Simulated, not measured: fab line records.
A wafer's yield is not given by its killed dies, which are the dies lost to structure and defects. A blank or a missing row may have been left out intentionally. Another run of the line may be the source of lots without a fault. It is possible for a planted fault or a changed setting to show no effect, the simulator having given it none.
Chamber matching :: flow n5-finfet :: N5_BEOL_M4_ETCH_64 on rie-diel-02 has 4 sister chambers
The step etches SOC in N2/H2, target depth 75 nm, overetch 22.5 nm, time 121.9 s. 8 wafers are shown with their chamber, then 7 later ones without.

## EACH WAFER AND ITS CHAMBER
wafer: L075.4
chamber: 1
showerhead-plenum-p-Torr (Torr): 2.62
throttle-valve-pct (%): 17.80

wafer: L075.5
chamber: 3
showerhead-plenum-p-Torr (Torr): 2.49
throttle-valve-pct (%): 17.81

wafer: L078.3
chamber: 2
showerhead-plenum-p-Torr (Torr): 2.43
throttle-valve-pct (%): 17.70

wafer: L078.6
chamber: 3
showerhead-plenum-p-Torr (Torr): 2.49
throttle-valve-pct (%): 17.82

wafer: L081.4
chamber: 2
showerhead-plenum-p-Torr (Torr): 2.42
throttle-valve-pct (%): 17.71

wafer: L081.5
chamber: 0
showerhead-plenum-p-Torr (Torr): 2.56
throttle-valve-pct (%): 17.58

wafer: L086.1
chamber: 0
showerhead-plenum-p-Torr (Torr): 2.55
throttle-valve-pct (%): 17.61

wafer: L086.2
chamber: 1
showerhead-plenum-p-Torr (Torr): 2.61
throttle-valve-pct (%): 17.85

## WAFERS WHOSE CHAMBER IS MISSING
wafer: L086.3
showerhead-plenum-p-Torr (Torr): 2.48
throttle-valve-pct (%): 17.86

wafer: L090.3
showerhead-plenum-p-Torr (Torr): 2.55
throttle-valve-pct (%): 17.63

wafer: L090.4
showerhead-plenum-p-Torr (Torr): 2.48
throttle-valve-pct (%): 17.88

wafer: L090.6
showerhead-plenum-p-Torr (Torr): 2.60
throttle-valve-pct (%): 17.87

wafer: L092.2
showerhead-plenum-p-Torr (Torr): 2.55
throttle-valve-pct (%): 17.62

wafer: L092.3
showerhead-plenum-p-Torr (Torr): 2.47
throttle-valve-pct (%): 17.86

wafer: L092.4
showerhead-plenum-p-Torr (Torr): 2.41
throttle-valve-pct (%): 17.76

## EACH ONE'S CHAMBER
wafer: L086.3
from the rows above: 3
in truth: 3

wafer: L090.3
from the rows above: 0
in truth: 0

wafer: L090.4
from the rows above: 3
in truth: 3

wafer: L090.6
from the rows above: 1
in truth: 1

wafer: L092.2
from the rows above: 0
in truth: 0

wafer: L092.3
from the rows above: 3
in truth: 3

wafer: L092.4
from the rows above: 2
in truth: 2
Correctly placed: 7 of 7. From these rows, 0 cannot be placed. 0 placed wrongly.
How it was worked out, from the rows above alone: a wafer's distance from a chamber is the root of the sum, over the readings, of the square of ((its reading less the chamber's mean) divided by the reading's scatter). The wafer belongs to the nearest chamber; if the next one is less than 2 further off, it can't be placed. Each chamber's mean is taken over the wafers shown for it. How the scatter is found: for the shown wafers, subtract from each reading the mean of its chamber, square and add these, divide the total by (wafers less chambers), then take the root.
